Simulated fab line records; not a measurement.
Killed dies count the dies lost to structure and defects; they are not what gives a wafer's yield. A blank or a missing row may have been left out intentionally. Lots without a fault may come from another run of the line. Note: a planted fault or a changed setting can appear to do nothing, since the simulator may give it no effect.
Chamber matching :: flow n5_finfet :: N5_HKMG_FIN_CMP_94 on cmp-02: 4 sister chambers
The step polishes, stops on SiNx, t overpolish 4.7 s, target thk 43.299 nm. 14 wafers are shown with their chamber, then 7 later ones without.

== WAFERS WITH THEIR CHAMBER ==
wafer: L077.1
chamber: 3
motor_current_A (A): 14.2
edge_zone_pressure_frac: 0.989

wafer: L077.4
chamber: 2
motor_current_A (A): 13.0
edge_zone_pressure_frac: 0.995

wafer: L077.5
chamber: 0
motor_current_A (A): 11.8
edge_zone_pressure_frac: 0.998

wafer: L079.1
chamber: 1
motor_current_A (A): 13.2
edge_zone_pressure_frac: 1.003

wafer: L079.4
chamber: 3
motor_current_A (A): 13.7
edge_zone_pressure_frac: 0.997

wafer: L079.6
chamber: 3
motor_current_A (A): 14.4
edge_zone_pressure_frac: 0.998

wafer: L082.3
chamber: 0
motor_current_A (A): 11.3
edge_zone_pressure_frac: 0.999

wafer: L082.4
chamber: 2
motor_current_A (A): 13.2
edge_zone_pressure_frac: 1.006

wafer: L082.6
chamber: 3
motor_current_A (A): 14.7
edge_zone_pressure_frac: 0.993

wafer: L086.1
chamber: 1
motor_current_A (A): 13.0
edge_zone_pressure_frac: 0.998

wafer: L086.5
chamber: 2
motor_current_A (A): 13.2
edge_zone_pressure_frac: 1.000

wafer: L086.6
chamber: 3
motor_current_A (A): 15.0
edge_zone_pressure_frac: 1.000

wafer: L093.1
chamber: 1
motor_current_A (A): 12.6
edge_zone_pressure_frac: 1.004

wafer: L093.4
chamber: 3
motor_current_A (A): 15.1
edge_zone_pressure_frac: 1.006

SIGNATURES (means of the wafers above)
reading: motor_current_A
chamber 0: 11.550
chamber 1: 12.933
chamber 2: 13.133
chamber 3: 14.517
scatter within a chamber: 0.416

reading: edge_zone_pressure_frac
chamber 0: 0.99850
chamber 1: 1.00167
chamber 2: 1.00033
chamber 3: 0.99717
scatter within a chamber: 0.00503
Rule: for a wafer and a chamber, the distance is found by dividing, reading by reading, the gap between the wafer's reading and the chamber's mean by the reading's scatter, squaring, summing and taking the root. If the next closest chamber is less than 2 further off than the closest, the wafer can't be placed; otherwise it belongs to the closest. The scatter is the square root of a quotient: the sum, over the shown wafers, of each reading's squared deviation from its chamber's mean, divided by wafers minus chambers.

== WAFERS WITHOUT THEIR CHAMBER ==
wafer: L093.6
motor_current_A (A): 13.1
edge_zone_pressure_frac: 1.003

wafer: L094.1
motor_current_A (A): 14.9
edge_zone_pressure_frac: 0.998

wafer: L094.2
motor_current_A (A): 12.9
edge_zone_pressure_frac: 1.000

wafer: L094.5
motor_current_A (A): 13.3
edge_zone_pressure_frac: 1.006

wafer: L096.2
motor_current_A (A): 14.6
edge_zone_pressure_frac: 1.002

wafer: L096.4
motor_current_A (A): 13.0
edge_zone_pressure_frac: 1.011

wafer: L096.5
motor_current_A (A): 13.0
edge_zone_pressure_frac: 1.006

== THE CHAMBER EACH PASSED THROUGH ==
wafer: L093.6
from the rows above: can't be placed: 1 or 2
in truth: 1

wafer: L094.1
from the rows above: 3
in truth: 3

wafer: L094.2
from the rows above: can't be placed: 1 or 2
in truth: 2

wafer: L094.5
from the rows above: can't be placed: 2 or 1
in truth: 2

wafer: L096.2
from the rows above: 3
in truth: 3

wafer: L096.4
from the rows above: can't be placed: 1 or 2
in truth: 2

wafer: L096.5
from the rows above: can't be placed: 1 or 2
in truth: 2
Correct placement for 2 of the 7. Unplaceable from these rows: 5, with the true chamber sitting among the candidates in 5. 0 placed wrongly.
